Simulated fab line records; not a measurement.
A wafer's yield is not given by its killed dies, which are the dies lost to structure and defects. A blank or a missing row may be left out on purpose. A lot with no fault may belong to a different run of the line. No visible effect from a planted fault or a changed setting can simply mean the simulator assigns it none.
Problem report in the 8D (eight disciplines) form, filled by code :: flow n5_finfet :: the parts of the form that need people (team, actions taken, sign-off) are left out

== 1. WHAT IS WRONG ==
cd_nm at N5_HKMG_FIN_CD_MEAS_49 reads a mean of 212.9 nm on 1 wafer of 1 lot; wafers without a fault read 202.2 nm with a standard deviation of 0.66. That is +16 standard deviations from the usual mean.
The step: target cd 202 nm.
Earliest sighting: wafer L175.4 on cd_sem-03 at day 5 23:21. At this step, 32 wafers from 11 lots have a number in the record. The rule behind "out" and "out of limits": a value lying over 4 standard deviations away from the usual mean. The other wafers with a number count as sound.

== 2. WHAT IT IS, AND WHAT IT ISN'T ==
question: which readings at this step
is: cd_nm
is not: -

question: which lots
is: L175
is not: L168, L171, L172, L173, L184, L185, L187, L188, L189, L190

question: which wafers of those lots
is: L175.4
is not: L175.5

question: read on which gauges
is: cd_sem-03
is not: cd_sem-01, cd_sem-02

question: when
is: from day 5 23:21
is not: up to then (13 sound wafers); but 18 sound wafers of L184, L185, L187, L188, L189, L190 came after

== 3. WHAT RULES OUT EACH SUSPECT ==
Counting: if a tool at a process step up to the reading ran every lot that is out, it stays a suspect. Sound lots after the first of them don't rule it out here, since some wafers of a struck lot are sound.
- the gauge at N5_HKMG_FIN_CD_MEAS_49: kept. All the wafers that are out were read on cd_sem-03, and no step on other tools shows them out.
- rie_si-01 at N5_SDB_CUT_ETCH_26 (etches Si in HBr/Cl2/O2, target depth 129.6 nm, bt time 20 s, time 51.8 s): kept. L175, the lot that is out, went through it at day 5 18:29; up to then, the latest sound lot through it was L173 at day 5 09:43.
- arfi_scanner-01 at N5_HKMG_FIN_EXPOSE_46 (exposes mask NDIPOLE): kept. L175, the lot that is out, went through it at day 5 23:14; up to then, the latest sound lot through it was L173 at day 5 14:22.
- At N5_SDB_CUT_ETCH_26 on rie_si-01, chamber 1 took the sound wafers of the same lots and chamber 0 took the wafers that are out.
After the count, these remain: rie_si-01 at N5_SDB_CUT_ETCH_26, arfi_scanner-01 at N5_HKMG_FIN_EXPOSE_46 and cd_sem-03 at N5_HKMG_FIN_CD_MEAS_49.

== 4. THE CAUSE (what the simulator had put in) ==
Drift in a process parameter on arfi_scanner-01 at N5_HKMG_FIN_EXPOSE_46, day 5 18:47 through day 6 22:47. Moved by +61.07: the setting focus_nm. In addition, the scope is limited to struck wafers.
Counting left 3 suspects, and this tool is among them.

== 5. THE CHAIN OF EFFECTS, in route order ==
One row per reading whose mean, taken over the struck wafers that have a number, lies over 3 standard deviations from the usual. Only readings whose record carries a usual standard deviation are examined. hours: median over the lots of the time between each lot's start at the first step of this table that gives one and its start at this step. sigmas: the change, counted in usual standard deviations.
hours: 0
step: N5_HKMG_FIN_CD_MEAS_49
reading: cd_nm
usual: 202.2 nm
on struck wafers: 212.9
change: +10.7
sigmas: +16

== 6. HOW IT WOULD HAVE BEEN CAUGHT EARLIER ==
Counted from the fault's start at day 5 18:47, it took 5 hours until the first out-of-limits reading at a measuring or inspecting step in this record, taken at day 5 23:21.
Each of the lots that are out, 1 in all, had begun N5_HKMG_FIN_EXPOSE_46 on arfi_scanner-01 no later than day 5 23:21. A hold on the tool at that time would have spared none of them.
